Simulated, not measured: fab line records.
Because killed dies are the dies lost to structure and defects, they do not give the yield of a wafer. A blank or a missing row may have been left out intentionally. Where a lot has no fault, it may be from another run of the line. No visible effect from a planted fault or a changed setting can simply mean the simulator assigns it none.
Matching of chambers :: flow n5Finfet :: N5_BEOL_M1_DESCUM_33 on rieDiel-02: 4 sister chambers
The step chemistry O2, time 7 s. 4 wafers are shown with their chamber, then 7 later ones without.

== WAFERS PAIRED WITH THEIR CHAMBERS ==
wafer: L091.1
chamber: 1
showerheadPlenumPTorr (Torr): 2.00

wafer: L091.6
chamber: 0
showerheadPlenumPTorr (Torr): 2.20

wafer: L093.3
chamber: 2
showerheadPlenumPTorr (Torr): 2.07

wafer: L093.5
chamber: 3
showerheadPlenumPTorr (Torr): 2.16

== WAFERS WITH NO CHAMBER GIVEN ==
wafer: L093.6
showerheadPlenumPTorr (Torr): 2.07

wafer: L094.2
showerheadPlenumPTorr (Torr): 2.07

wafer: L094.5
showerheadPlenumPTorr (Torr): 2.20

wafer: L094.6
showerheadPlenumPTorr (Torr): 1.99

wafer: L097.1
showerheadPlenumPTorr (Torr): 2.20

wafer: L097.2
showerheadPlenumPTorr (Torr): 2.16

wafer: L097.6
showerheadPlenumPTorr (Torr): 1.99

== WHICH CHAMBER EACH WENT THROUGH ==
wafer: L093.6
from the rows above: 2
in truth: 2

wafer: L094.2
from the rows above: 2
in truth: 2

wafer: L094.5
from the rows above: 0
in truth: 0

wafer: L094.6
from the rows above: 1
in truth: 1

wafer: L097.1
from the rows above: 0
in truth: 0

wafer: L097.2
from the rows above: 3
in truth: 3

wafer: L097.6
from the rows above: 1
in truth: 1
Placed correctly: 7 of 7. Left unplaced by these rows: 0. 0 placed wrongly.
How it was worked out, from the rows above alone: a wafer's distance from a chamber is the root of the sum, over the readings, of the square of ((its reading less the chamber's mean) divided by the reading's scatter). The wafer belongs to the nearest chamber; if the next one is less than 2 further off, it can't be placed. Each chamber's mean is taken over the wafers shown for it. The scatter (one wafer shown for each chamber): square how far every hidden wafer sits from the nearest shown wafer, average those squares and take the square root.
